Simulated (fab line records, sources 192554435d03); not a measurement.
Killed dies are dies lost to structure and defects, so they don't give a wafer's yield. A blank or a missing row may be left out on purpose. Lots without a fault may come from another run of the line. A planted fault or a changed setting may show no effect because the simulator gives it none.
Problem report in the 8D (eight disciplines) form, filled by code | flow n5_finfet | the parts of the form that need people (team, actions taken, sign-off) are left out

1. THE PROBLEM
etch_rf_on_time_s at N5_BEOL_M13_ETCH_67 reads a mean of 292 s on 9 wafers of 3 lots; wafers without a fault read 238 s with a standard deviation of 4.6. That is +12 standard deviations from the usual mean.
The step: etches SiARC in CF4, target depth 143 nm, time 238.3 s.
First seen on wafer L259.1, day 13 10:07, on rie_diel-02. The record holds 33 wafers of 11 lots with a number at this step. Rule for "out", or "out of limits": more than 4 standard deviations from the usual mean. The other wafers with a number count as sound.

2. WHAT IT IS AND WHAT IT IS NOT
question                    | is                     | is not
which readings at this step | etch_rf_on_time_s      | drypump_motor_current_A, oes_product_au, rf_vpp_V, showerhead_plenum_p_Torr, throttle_valve_pct
which lots                  | L259, L260, L262       | L253, L256, L258, L264, L266, L269, L271, L274
which wafers of those lots  | all that have a number | -
read on which tools         | rie_diel-02            | rie_diel-04, rie_diel-06
when                        | from day 13 10:07      | up to then (9 sound wafers); but 15 sound wafers of L264, L266, L269, L271, L274 came after

3. SUSPECTS, AND WHAT RULES EACH OUT
Counting: a tool at a process step up to the reading stays a suspect if it ran every lot that is out and no sound lot after the first of them.
- rie_diel-02 at N5_BEOL_M13_ETCH_67 (etches SiARC in CF4, target depth 143 nm, time 238.3 s): kept. It ran every lot that is out, first L259 (day 13 10:07), and no sound lot after that; its last sound lot up to then is L256 (day 12 02:14). Its own readings are out on those wafers: etch_rf_on_time_s.
Left after counting: rie_diel-02 at N5_BEOL_M13_ETCH_67.

4. THE CAUSE (what the simulator had put in)
Process parameter drift: rie_diel-02, from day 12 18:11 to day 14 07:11, at N5_BEOL_M13_ETCH_67. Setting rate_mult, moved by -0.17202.
Counting left only this tool.

5. THE CHAIN OF EFFECTS, in route order
Each row: a reading whose mean over the struck wafers that have a number lies more than 3 standard deviations from the usual. Only readings for which the record gives a usual standard deviation are gone through. hours: the time from each lot's start at the first step in this table that gives one to its start at this step, as a median over the lots. sigmas: the change in usual standard deviations.
hours | step                | reading           | usual | on struck wafers | change | sigmas
0     | N5_BEOL_M13_ETCH_67 | etch_rf_on_time_s | 238 s | 292              | +54    | +12
The process steps in it:
- N5_BEOL_M13_ETCH_67: etches SiARC in CF4, target depth 143 nm, time 238.3 s.

6. WHAT WOULD HAVE CAUGHT IT SOONER
In this record the first reading out of limits was taken at day 13 10:07, 16 hours after the fault began at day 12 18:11.
